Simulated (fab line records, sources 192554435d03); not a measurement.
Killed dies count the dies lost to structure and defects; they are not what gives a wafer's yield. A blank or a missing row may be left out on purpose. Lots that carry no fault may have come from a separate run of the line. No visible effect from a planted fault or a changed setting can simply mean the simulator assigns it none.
Which of the tools did it? ; flow n5 finfet ; 18 lots with 54 wafers sampled at 6 steps, on a route of 1938 steps

WHAT EACH GAUGE READ, for each wafer
N5_STI_FIN_REVEAL_INSPECT_13: inspects for defects (darkfield). Usual: raw defect count reads 14 (standard deviation 6).
lot;measured;on;raw defect count;flag
L074;day 2 12:38;defect inspect-01;10 11 11;
L075;day 2 20:25;defect inspect-01;16 10 15;
L076;day 3 02:44;defect inspect-01;15 14 13;
L078;day 3 13:36;defect inspect-02;10 8 8;
L079;day 3 19:01;defect inspect-02;22 25 16;
L081;day 4 06:27;defect inspect-02;11 15 8;
L082;day 4 16:46;defect inspect-01;13 22 16;
L083;day 4 20:37;defect inspect-01;4 4 14;
L084;day 5 03:26;defect inspect-02;27 16 20;
L086;day 5 18:41;defect inspect-02;20 14 15;
L088;day 6 02:02;defect inspect-02;8 6 10;
L089;day 6 07:12;defect inspect-01;9 17 15;
L090;day 6 15:38;defect inspect-02;14 16 12;
L091;day 6 19:47;defect inspect-01;6 12 7;
L092;day 7 01:38;defect inspect-02;15 16 17;
L093;day 7 06:58;defect inspect-02;19 12 12;
L094;day 7 12:28;defect inspect-01;10 10 11;
L095;day 7 19:08;defect inspect-02;11 39 13;

TOOL THAT RAN EACH LOT (tool first, then ch and the chambers of the sampled wafers, then the start)
lot;N5_FIN_SAQP_STRIP_77;N5_FIN_CUT_DESCUM_13;N5_FIN_CUT_ETCH_30;N5_FIN_CUT_CUT_ETCH_28;N5_STI_FIN_REVEAL_STRIP_24
L074;rie diel-01 ch 0,3, day 2 01:48;rie diel-02 ch 2,3, day 2 02:48;rie diel-02 ch 2,3, day 2 02:50;rie si-04 ch 0,1,2, day 2 03:29;rie diel-06 ch 0,2,3, day 2 09:26
L075;rie diel-01 ch 1,3, day 2 08:35;rie diel-02 ch 1,3, day 2 09:28;rie diel-02 ch 1,3, day 2 09:31;rie si-05 ch 1,2,3, day 2 10:10;rie diel-03 ch 0,1, day 2 16:42
L076;rie diel-01 ch 0,3, day 2 13:49;rie diel-05 ch 0,1,2, day 2 14:41;rie diel-05 ch 0,1,2, day 2 14:43;rie si-04 ch 0,1, day 2 15:23;rie diel-06 ch 2,3, day 2 21:58
L078;rie diel-06 ch 0,1,2, day 3 02:17;rie diel-02 ch 0,2,3, day 3 03:19;rie diel-02 ch 0,2,3, day 3 03:22;rie si-02 ch 1,2,3, day 3 04:22;rie diel-03 ch 0,2, day 3 10:25
L079;rie diel-06 ch 2,3, day 3 07:42;rie diel-05 ch 1,2,3, day 3 08:37;rie diel-05 ch 1,2,3, day 3 08:39;rie si-05 ch 2,3, day 3 09:18;rie diel-06 ch 0,1,2, day 3 15:50
L081;rie diel-03 ch 1,2,3, day 3 19:53;rie diel-04 ch 1,2, day 3 20:45;rie diel-04 ch 1,2, day 3 20:47;rie si-02 ch 0,1, day 3 21:26;rie diel-03 ch 1,3, day 4 03:22
L082;rie diel-06 ch 0,2,3, day 4 04:48;rie diel-04 ch 0,1,2, day 4 05:50;rie diel-04 ch 0,1,2, day 4 05:52;rie si-05 ch 0,1,2, day 4 06:31;rie diel-03 ch 0,1,2, day 4 13:26
L083;rie diel-06 ch 0,1, day 4 08:41;rie diel-02 ch 0,2, day 4 09:41;rie diel-02 ch 0,2, day 4 09:43;rie si-04 ch 0,1, day 4 10:22;rie diel-06 ch 1,2,3, day 4 17:37
L084;rie diel-01 ch 0,3, day 4 14:49;rie diel-02 ch 0,1, day 4 16:06;rie diel-02 ch 0,1, day 4 16:08;rie si-05 ch 0,1,2, day 4 16:47;rie diel-01 ch 0,3, day 5 00:26
L086;rie diel-03 ch 1,2,3, day 5 06:25;rie diel-05 ch 1,2, day 5 07:24;rie diel-05 ch 1,2, day 5 07:26;rie si-05 ch 0,3, day 5 08:23;rie diel-01 ch 0,1,3, day 5 15:25
L088;rie diel-03 ch 0,1, day 5 13:49;rie diel-04 ch 0,2,3, day 5 14:41;rie diel-04 ch 0,2,3, day 5 14:43;rie si-05 ch 2,3, day 5 15:22;rie diel-01 ch 1,2, day 5 22:58
L089;rie diel-06 ch 1,2, day 5 20:14;rie diel-05 ch 0,1,2, day 5 21:19;rie diel-05 ch 0,1,2, day 5 21:20;rie si-05 ch 1,2,3, day 5 21:59;rie diel-03 ch 1,3, day 6 04:09
L090;rie diel-01 ch 0,1,2, day 6 03:39;rie diel-05 ch 0,1,3, day 6 04:35;rie diel-05 ch 0,1,3, day 6 04:37;rie si-04 ch 0,1,2, day 6 05:16;rie diel-06 ch 0,2,3, day 6 12:22
L091;rie diel-03 ch 0,1,3, day 6 08:55;rie diel-04 ch 0,2,3, day 6 09:55;rie diel-04 ch 0,2,3, day 6 09:56;rie si-05 ch 0,1,2, day 6 10:35;rie diel-06 ch 0,2,3, day 6 16:46
L092;rie diel-01 ch 1,3, day 6 14:48;rie diel-02 ch 0,2,3, day 6 15:43;rie diel-02 ch 0,2,3, day 6 15:46;rie si-05 ch 0,2,3, day 6 16:25;rie diel-01 ch 0,2,3, day 6 22:27
L093;rie diel-01 ch 1,2,3, day 6 19:56;rie diel-02 ch 0,2, day 6 20:49;rie diel-02 ch 0,2, day 6 20:50;rie si-02 ch 1,2,3, day 6 21:29;rie diel-03 ch 0,1,3, day 7 03:37
L094;rie diel-06 ch 0,3, day 7 01:28;rie diel-04 ch 1,2,3, day 7 02:20;rie diel-04 ch 1,2,3, day 7 02:22;rie si-05 ch 1,2,3, day 7 03:01;rie diel-03 ch 1,2,3, day 7 09:17
L095;rie diel-03 ch 1,2,3, day 7 08:09;rie diel-04 ch 1,2,3, day 7 09:01;rie diel-04 ch 1,2,3, day 7 09:04;rie si-05 ch 0,3, day 7 09:44;rie diel-01 ch 0,3, day 7 15:57
- N5_FIN_SAQP_STRIP_77: strips in N2/H2, time 90 s.
- N5_FIN_CUT_DESCUM_13: chemistry O2, time 7 s.
- N5_FIN_CUT_ETCH_30: etches underlayer in N2/H2, target depth 13 nm, time 10.4 s.
- N5_FIN_CUT_CUT_ETCH_28: etches Si in HBr/Cl2/O2, target depth 6 nm, time 2.4 s.
- N5_STI_FIN_REVEAL_STRIP_24: strips in N2/H2, time 90 s.

AS READ BY THE TOOLS THEMSELVES (means over the sampled wafers that have a number; for cases with no such wafer, the mark the record gives instead)
N5_FIN_SAQP_STRIP_77. Usual: value, then standard deviation, for each; bias power w 3.000 W / 0.009; drypump motor current A 5.7 A / 0.41; n2 flow sccm 299.8 sccm / 0.93; oes product au 0.75 a.u. / 0.07; rf vpp V 45.4 V / 0.93; showerhead plenum p Torr 3.37 Torr / 0.11; throttle valve pct 12.34 % / 0.27.
lot;tool;bias power w (W);drypump motor current A (A);n2 flow sccm (sccm);oes product au (a.u.);rf vpp V (V);showerhead plenum p Torr (Torr);throttle valve pct (%);flag
L074;rie diel-01;3.011;5.5;300.5;0.78;46.2;3.47;12.20;
L075;rie diel-01;3.000;5.4;300.1;0.75;45.6;3.27;12.45;
L076;rie diel-01;2.997;5.5;300.6;0.78;44.5;3.42;12.15;
L078;rie diel-06;3.003;5.8;300.4;0.74;45.1;3.36;12.26;
L079;rie diel-06;3.009;5.5;300.4;0.69;46.0;3.38;12.68;
L081;rie diel-03;2.999;6.0;300.6;0.76;45.7;3.42;12.38;
L082;rie diel-06;2.995;5.8;300.3;0.73;46.4;3.36;12.43;
L083;rie diel-06;3.000;5.8;300.2;0.74;45.3;3.32;12.24;
L084;rie diel-01;3.005;5.5;299.8;0.76;45.1;3.41;12.19;
L086;rie diel-03;2.997;6.0;299.9;0.75;46.0;3.41;12.41;
L088;rie diel-03;2.998;5.4;299.7;0.73;45.0;3.32;12.44;
L089;rie diel-06;3.006;5.4;299.7;0.70;45.8;3.42;12.42;
L090;rie diel-01;2.997;5.6;299.2;0.72;45.1;3.37;12.44;
L091;rie diel-03;2.998;5.9;299.8;0.76;44.9;3.42;12.30;
L092;rie diel-01;2.994;5.4;300.2;0.73;44.8;3.30;12.36;
L093;rie diel-01;3.014;5.6;299.0;0.72;45.2;3.31;12.40;
L094;rie diel-06;2.997;6.2;298.8;0.84;45.6;3.29;12.15;
L095;rie diel-03;3.003;6.0;299.1;0.83;45.6;3.54;12.23;

N5_FIN_CUT_DESCUM_13. Usual: bias power w 20.00 W, standard deviation 0.056; drypump motor current A 5.6 A, standard deviation 0.46; oes product au 0.79 a.u., standard deviation 0.098; rf vpp V 243.1 V, standard deviation 1.5; showerhead plenum p Torr 2.08 Torr, standard deviation 0.079; throttle valve pct 20.55 %, standard deviation 0.18.
lot;tool;bias power w (W);drypump motor current A (A);oes product au (a.u.);rf vpp V (V);showerhead plenum p Torr (Torr);throttle valve pct (%);flag
L074;rie diel-02;20.00;5.7;0.69;242.2;2.03;20.72;
L075;rie diel-02;20.10;5.5;0.69;242.4;2.06;20.75;
L076;rie diel-05;20.00;5.7;0.77;241.9;2.04;20.52;
L078;rie diel-02;20.04;5.7;0.79;243.4;2.13;20.57;
L079;rie diel-05;20.00;5.9;0.84;243.2;2.12;20.47;
L081;rie diel-04;20.02;5.9;0.88;244.5;2.16;20.43;
L082;rie diel-04;20.01;5.4;0.78;243.9;2.08;20.49;
L083;rie diel-02;19.94;5.7;0.80;243.0;2.14;20.56;
L084;rie diel-02;20.00;5.5;0.71;242.3;2.08;20.71;
L086;rie diel-05;20.00;5.8;0.81;243.0;2.05;20.56;
L088;rie diel-04;19.95;5.7;0.80;243.3;2.08;20.63;
L089;rie diel-05;20.00;5.7;0.75;242.6;2.03;20.56;
L090;rie diel-05;20.01;5.9;0.77;243.0;2.10;20.48;
L091;rie diel-04;20.00;5.7;0.79;242.9;2.08;20.66;
L092;rie diel-02;19.97;5.7;0.87;243.3;2.13;20.47;
L093;rie diel-02;20.05;5.8;0.84;245.0;2.19;20.44;
L094;rie diel-04;19.98;5.9;0.80;244.0;2.10;20.57;
L095;rie diel-04;19.98;5.9;0.81;243.6;2.10;20.59;

N5_FIN_CUT_ETCH_30. Usual: bias w 150.0 W, standard deviation 0.43; drypump motor current A 5.7 A, standard deviation 0.46; etch rf on time s 10.39 s, standard deviation 0.24; n2 flow sccm 200.0 sccm, standard deviation 0.66; oes product au 0.68 a.u., standard deviation 0.085; rf vpp V 523.6 V, standard deviation 2.9; showerhead plenum p Torr 2.54 Torr, standard deviation 0.097; throttle valve pct 18.04 %, standard deviation 0.19.
lot;tool;bias w (W);drypump motor current A (A);etch rf on time s (s);n2 flow sccm (sccm);oes product au (a.u.);rf vpp V (V);showerhead plenum p Torr (Torr);throttle valve pct (%);flag
L074;rie diel-02;149.7;5.7;10.35;200.9;0.59;523.2;2.48;18.33;
L075;rie diel-02;150.4;5.5;10.26;199.6;0.60;523.5;2.52;18.36;
L076;rie diel-05;150.1;5.8;10.50;199.9;0.66;522.4;2.49;18.07;
L078;rie diel-02;150.0;5.8;10.38;199.9;0.69;523.8;2.60;18.08;
L079;rie diel-05;149.8;5.9;10.65;200.1;0.70;523.8;2.59;17.91;
L081;rie diel-04;150.1;5.8;10.36;200.0;0.75;526.5;2.65;17.94;
L082;rie diel-04;150.3;5.4;10.45;200.9;0.66;524.5;2.55;17.96;
L083;rie diel-02;150.5;5.8;10.45;200.0;0.69;524.2;2.61;17.97;
L084;rie diel-02;149.9;5.5;10.30;199.7;0.61;523.7;2.53;18.14;
L086;rie diel-05;150.3;5.8;10.53;200.4;0.68;523.2;2.50;17.99;
L088;rie diel-04;149.7;5.7;10.35;199.9;0.68;523.3;2.53;18.11;
L089;rie diel-05;149.7;5.7;10.54;199.8;0.64;522.8;2.48;18.11;
L090;rie diel-05;150.0;5.9;10.65;200.4;0.64;524.4;2.56;18.04;
L091;rie diel-04;149.7;5.7;10.37;199.9;0.68;522.5;2.53;18.11;
L092;rie diel-02;150.3;5.8;10.20;199.7;0.75;523.9;2.59;17.96;
L093;rie diel-02;150.3;5.8;10.38;200.1;0.72;526.8;2.65;17.91;
L094;rie diel-04;149.9;5.9;10.33;200.2;0.68;524.6;2.56;18.05;
L095;rie diel-04;149.8;5.8;10.46;199.6;0.68;524.2;2.56;18.05;

N5_FIN_CUT_CUT_ETCH_28. Usual: drypump motor current A 5.8 A, standard deviation 0.42; oes product au 0.995 a.u., standard deviation 0.012; throttle valve pct 37.32 %, standard deviation 0.24.
lot;tool;drypump motor current A (A);oes product au (a.u.);throttle valve pct (%);flag
L074;rie si-04;5.8;1.002;37.21;
L075;rie si-05;5.9;0.996;37.33;
L076;rie si-04;5.6;1.008;37.08;
L078;rie si-02;5.7;0.998;37.66;
L079;rie si-05;5.7;1.003;37.30;
L081;rie si-02;5.7;0.998;37.67;
L082;rie si-05;6.1;0.980;37.23;
L083;rie si-04;5.6;1.007;37.09;
L084;rie si-05;6.1;0.987;37.23;
L086;rie si-05;6.2;0.991;37.10;
L088;rie si-05;5.6;1.001;37.30;
L089;rie si-05;5.9;0.996;37.33;
L090;rie si-04;5.9;1.000;37.23;
L091;rie si-05;6.1;0.987;37.24;
L092;rie si-05;5.9;0.996;37.19;
L093;rie si-02;5.7;0.993;37.65;
L094;rie si-05;5.9;0.994;37.34;
L095;rie si-05;6.2;0.988;37.10;

N5_STI_FIN_REVEAL_STRIP_24. Usual: value, then standard deviation, for each; bias power w 3.000 W / 0.0085; drypump motor current A 5.7 A / 0.36; n2 flow sccm 300.0 sccm / 0.88; oes product au 0.74 a.u. / 0.067; rf vpp V 45.4 V / 1; showerhead plenum p Torr 3.37 Torr / 0.12; throttle valve pct 12.38 % / 0.27.
lot;tool;bias power w (W);drypump motor current A (A);n2 flow sccm (sccm);oes product au (a.u.);rf vpp V (V);showerhead plenum p Torr (Torr);throttle valve pct (%);flag
L074;rie diel-06;2.993;5.8;299.1;0.74;46.0;3.36;12.40;
L075;rie diel-03;3.019;5.5;300.0;0.75;45.4;3.34;12.36;
L076;rie diel-06;3.015;5.4;299.6;0.70;46.2;3.42;12.54;
L078;rie diel-03;2.997;5.6;300.7;0.73;44.8;3.21;12.50;
L079;rie diel-06;2.997;5.8;300.3;0.74;45.5;3.36;12.26;
L081;rie diel-03;2.996;6.3;300.1;0.81;46.0;3.54;12.09;
L082;rie diel-03;2.988;5.6;300.2;0.72;45.1;3.31;12.54;
L083;rie diel-06;2.996;5.4;300.2;0.69;45.9;3.37;12.53;
L084;rie diel-01;3.000;5.5;300.5;0.76;45.3;3.46;12.25;
L086;rie diel-01;3.003;5.5;299.8;0.74;46.0;3.36;12.39;
L088;rie diel-01;3.003;5.6;299.7;0.71;44.8;3.32;12.44;
L089;rie diel-03;2.992;6.0;300.3;0.74;45.3;3.51;12.45;
L090;rie diel-06;2.998;5.8;300.8;0.83;45.3;3.35;12.27;
L091;rie diel-06;2.999;5.8;300.5;0.81;44.2;3.35;12.26;
L092;rie diel-01;3.001;5.6;298.5;0.73;45.2;3.41;12.29;
L093;rie diel-03;3.000;5.9;299.8;0.76;45.1;3.42;12.31;
L094;rie diel-03;3.006;6.0;299.7;0.83;45.7;3.54;12.24;
L095;rie diel-01;2.999;5.5;300.1;0.74;46.1;3.45;12.31;

THE ANSWER, worked out from the rows above alone
Rule: take the mean of a lot's wafers that have a number; if it is more than 3 standard deviations from the usual mean, the lot is off. Also off: a lot with no number at a reading for which 4 or more lots have one. The other lots that the step has rows for count as sound. Order of review: gauges by route order, followed by the tools' own readings, for which a lot's mean as printed above is used. The first step at which some lot is off is used, and at that step the reading that is off furthest; a lot without a number counts as furthest.
No lot is off on any of the readings shown, so nothing can be concluded from this.

WHAT THE SIMULATOR PUT IN
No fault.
